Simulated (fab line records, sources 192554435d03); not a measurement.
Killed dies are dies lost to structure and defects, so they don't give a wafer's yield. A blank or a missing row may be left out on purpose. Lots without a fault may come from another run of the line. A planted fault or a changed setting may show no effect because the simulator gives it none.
A struck lot beside a sound one | flow n5_finfet | 24 steps out of a route of 1938
Sound: wafers L300.2, L300.3, L300.5. Struck: wafers L308.1, L308.2, L308.6. The cause comes at the end.
At each step with rows: each side's tool, then ch and its chambers, then its first start. Under that, the readings that differ: sound wafers | struck wafers | difference of the means | sigmas: that difference in standard deviations of wafers without a fault.
alike: readings whose means differ by less than 2 such deviations, and words and numbers that are the same on both sides. not compared: withheld readings, readings that some wafer has no value for, bounds like >300 that may hide the same value, and numbers for which the record gives no deviation and whose values overlap.
The two part at a step that has a row with sigmas, a row that says differs or no value, or rows on one side only. Numbers that don't overlap but have no deviation are shown without sigmas and don't part them. A reading that every wafer of one side lacks parts them only if that side has two wafers or more.

N5_BEOL_M6_THK_MEAS_53: measures by xrf.
  sound on film_metro-02, day 8 19:54; struck on film_metro-01, day 11 09:47
  alike: M6_THK
then, 1 step without rows for these wafers: N5_BEOL_M6_PRE_CLEAN_55 (time 15 s).
N5_BEOL_M6_DEP_56: deposits SiCN from 3MS/NH3, target thk 10 nm, time 17.5 s.
  sound on pecvd-01 ch 0,1,2, day 8 19:58; struck on pecvd-01 ch 0,1,2, day 11 09:52
  alike: rf_fwd_power_W, showerhead_plenum_p_Torr, throttle_valve_pct
N5_BEOL_M6_RS_MEAS_57: measures by four-point-probe.
  sound on film_metro-01, day 8 20:02; struck on film_metro-02, day 11 09:56
  alike: M6_RS
N5_BEOL_M6_INSPECT_58: inspects for defects (darkfield).
  sound on defect_inspect-01, day 8 20:03; struck on defect_inspect-01, day 11 09:57
  alike: raw_defect_count
N5_BEOL_M7_ILD_DEP_00: deposits SiCOH lowk from DEMS/porogen, target thk 179.75 nm, time 33.4 s.
  sound on pecvd-03 ch 1,2, day 8 20:05; struck on pecvd-03 ch 0,1, day 11 09:59
  alike: heater_power_w, rf_fwd_power_W, showerhead_plenum_p_Torr, throttle_valve_pct
then, 1 step without rows for these wafers: N5_BEOL_M7_CURE_74 (cures SiCOH lowk, time 240 s).
N5_BEOL_M7_THK_MEAS_01:
  sound on film_metro-01, day 8 20:40; struck on film_metro-02, day 11 10:34
  alike: M7_ILD_THK
N5_BEOL_M7_PECVD_70: deposits SiO2 from TEOS/O2, target thk 20 nm, time 22.7 s.
  sound on pecvd-03 ch 1, day 8 20:42; struck on pecvd-02 ch 0,1, day 11 10:36
  alike: heater_power_w, rf_fwd_power_W, showerhead_plenum_p_Torr, throttle_valve_pct
N5_BEOL_M7_HM_DEP_02: deposits TiN, target thk 20 nm.
  sound on pvd_sputter-03, day 8 21:55; struck on pvd_sputter-03, day 11 12:17
  alike: throttle_valve_pct
then, 2 steps without rows for these wafers: N5_BEOL_M7_COAT_59 (time 60 s, resist thk 100 nm); N5_BEOL_M7_COAT_60 (time 60 s, resist thk 35 nm).
N5_BEOL_M7_COAT_05: resist thk 90 nm.
  sound on litho_track-04 ch 0, day 8 22:03; struck on litho_track-05 ch 0, day 11 12:25
  reading                                      | sound                | struck               | difference | sigmas
  spin_speed_rpm (rpm)                         | 1503.7 1502.2 1501.0 | 1600.9 1600.9 1601.4 | +98.8      | +99 or more
  model.CAR-ArF_of_BEOL_M7_COAT_05.thk_nm (nm) | 89.8 89.4 89.6       | 87 87 87             | -3         |
  alike: chill_plate_temp_C
then, 5 steps without rows for these wafers: N5_BEOL_M7_EBR_07; N5_BEOL_M7_SOFTBAKE_06 (time 60 s); N5_BEOL_M7_EXPOSE_08 (exposes mask M7); N5_BEOL_M7_PEB_09 (peb time 60 s); N5_BEOL_M7_DEVELOP_10 (develop time 30 s).
N5_BEOL_M7_CD_MEAS_11: target cd 38.5 nm.
  sound on cd_sem-03 ch 0, day 8 22:25; struck on cd_sem-03 ch 0, day 11 12:39
  reading    | sound          | struck         | difference | sigmas
  cd_nm (nm) | 38.5 37.4 37.8 | 39.3 39.3 38.8 | +1.2       | +2
N5_BEOL_M7_OVL_MEAS_12:
  sound on overlay-01 ch 0, day 8 22:27; struck on overlay-01 ch 0, day 11 12:41
  alike: M7_OVL
N5_BEOL_M7_INSPECT_13: inspects for defects (brightfield).
  sound on defect_inspect-02, day 8 22:28; struck on defect_inspect-02, day 11 12:43
  alike: raw_defect_count
N5_BEOL_M7_DESCUM_16: chemistry O2, time 7.9 s.
  sound on rie_diel-04 ch 2,3, day 8 22:31; struck on rie_diel-04 ch 1,3, day 11 12:56
  reading                | sound             | struck            | difference | sigmas
  throttle_valve_pct (%) | 20.48 20.17 20.46 | 19.91 20.18 19.92 | -0.37      | -2
  alike: drypump_motor_current_A, o2_flow_sccm, oes_product_au, rf_fwd_power_W, rf_vpp_V, showerhead_plenum_p_Torr
  not compared: rf_hours_counter_h
N5_BEOL_M7_ETCH_61: etches SiARC in CF4, target depth 45.5 nm, time 75.8 s.
  sound on rie_diel-04 ch 2,3, day 8 22:32; struck on rie_diel-04 ch 1,3, day 11 12:58
  reading                                      | sound          | struck     | difference | sigmas
  model.CAR-ArF_of_BEOL_M7_COAT_05.thk_nm (nm) | 50.6 50.2 50.4 | 48 47.8 48 | -2         |
  alike: drypump_motor_current_A, etch_rf_on_time_s, oes_product_au, rf_fwd_power_W, rf_vpp_V, showerhead_plenum_p_Torr, throttle_valve_pct
  not compared: rf_hours_counter_h
then, 1 step without rows for these wafers: N5_BEOL_M7_ETCH_62 (etches SOC in N2/H2, target depth 110 nm, overetch 22 nm, time 165 s).

WHERE THEY PART
First at N5_BEOL_M7_COAT_05; last, within this record, at N5_BEOL_M7_DESCUM_16. Later steps at which nothing parts them and some readings are alike: N5_BEOL_M7_ETCH_61.

WHY: what the simulator had put in
Process parameter drift: litho_track-05, from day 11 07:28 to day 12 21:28, at N5_BEOL_M7_COAT_05. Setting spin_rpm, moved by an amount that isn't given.
